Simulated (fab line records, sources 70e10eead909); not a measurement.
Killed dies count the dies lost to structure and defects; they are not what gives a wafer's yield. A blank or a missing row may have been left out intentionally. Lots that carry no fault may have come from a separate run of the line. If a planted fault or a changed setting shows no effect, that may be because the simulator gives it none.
Problem report, 8D (eight disciplines) form, completed by code + flow nand_harc + the parts of the form that need people (team, actions taken, sign-off) are left out

## 1. THE ISSUE
Wafers without a fault read 4.0, standard deviation 2.8; killed_at_periphery at NHARC_END_SORT_01 reads a mean of 74.3 on 6 wafers belonging to 2 lots. That is +25 standard deviations from the usual mean.
First observed at day 34 00:55: wafer L768.1, on prober-02. The record holds 24 wafers of 8 lots with a number at this step. The rule behind "out" and "out of limits": a value lying over 4 standard deviations away from the usual mean. The other wafers with a number count as sound.

## 2. WHAT IT IS AND WHAT IT IS NOT
| question                    | is                     | is not                             |
|-----------------------------|------------------------|------------------------------------|
| which readings at this step | killed_at_periphery    | killed_at_other, killed_open       |
| which lots                  | L768, L769             | L753, L755, L757, L758, L763, L764 |
| which wafers of those lots  | all that have a number | -                                  |
| read on which gauges        | prober-01, prober-02   | -                                  |
| when                        | from day 34 00:55      | up to then (18 sound wafers)       |

## 3. SUSPECTS, AND WHAT RULES EACH OUT
Counting: any tool at a process step up to the reading is kept as a suspect provided that every lot that is out went through it and no sound lot did after the first of them.
- the gauge at NHARC_END_SORT_01 is ruled out. The wafers that are out were read on 2 gauges (prober-01, prober-02).
- rie_diel-11 at NHARC_P_BONDPAD_ETCH_24 (etches the open film in CF4/N2, target depth 30 nm, time 72.99 s): kept. All lots that are out passed through it, beginning with L768 at day 15 12:34, and no sound lot followed; its final sound lot before that point was L758 at day 11 14:19.
- pvd_sputter-02 at NHARC_THIN_TSV_PRE_CLEAN_54 (time 30 s): kept. All lots that are out passed through it, beginning with L768 at day 33 12:54, and no sound lot followed; its final sound lot before that point was L758 at day 29 04:38.
Left after counting: rie_diel-11 at NHARC_P_BONDPAD_ETCH_24, pvd_sputter-02 at NHARC_THIN_TSV_PRE_CLEAN_54.

## 4. THE CAUSE (what the simulator had put in)
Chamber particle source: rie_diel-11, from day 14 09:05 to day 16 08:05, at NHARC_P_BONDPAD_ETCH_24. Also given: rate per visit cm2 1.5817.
This tool is one of the 2 suspects left after counting.

## 5. THE CHAIN OF EFFECTS, in route order
One row per reading whose mean, taken over the struck wafers that have a number, lies over 3 standard deviations from the usual. Readings are gone through only where the record gives a usual standard deviation; hours: the median, over the lots, of the time from a lot's start at the first step in this table giving one to that lot's start at this step; sigmas: the change measured in usual standard deviations.
| hours | step              | reading              | usual  | on struck wafers | change | sigmas |
|-------|-------------------|----------------------|--------|------------------|--------|--------|
| 0     | NHARC_END_SORT_01 | defect_limited_yield | 91.0 % | 82.1             | -8.9   | -3.4   |
| 0     | NHARC_END_SORT_01 | killed_at_periphery  | 4.0    | 74.3             | +70.3  | +25    |
| 0     | NHARC_END_SORT_01 | killed_dies          | 61     | 121              | +60    | +3.3   |

## 6. WHAT WOULD HAVE CAUGHT IT SOONER
The first out-of-limits reading at a measuring or inspecting step in this record came at day 34 00:55, 472 hours after the fault's start at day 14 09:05.
Tool readings at NHARC_P_BONDPAD_ETCH_24 with a usual standard deviation given in the record: none out on any struck wafer, hence no alarm at a limit of 4 standard deviations on them.
The start of NHARC_P_BONDPAD_ETCH_24 on rie_diel-11 came by day 34 00:55 for every one of the lots that are out (2). Had the tool been put on hold then, not one of them would have been saved.
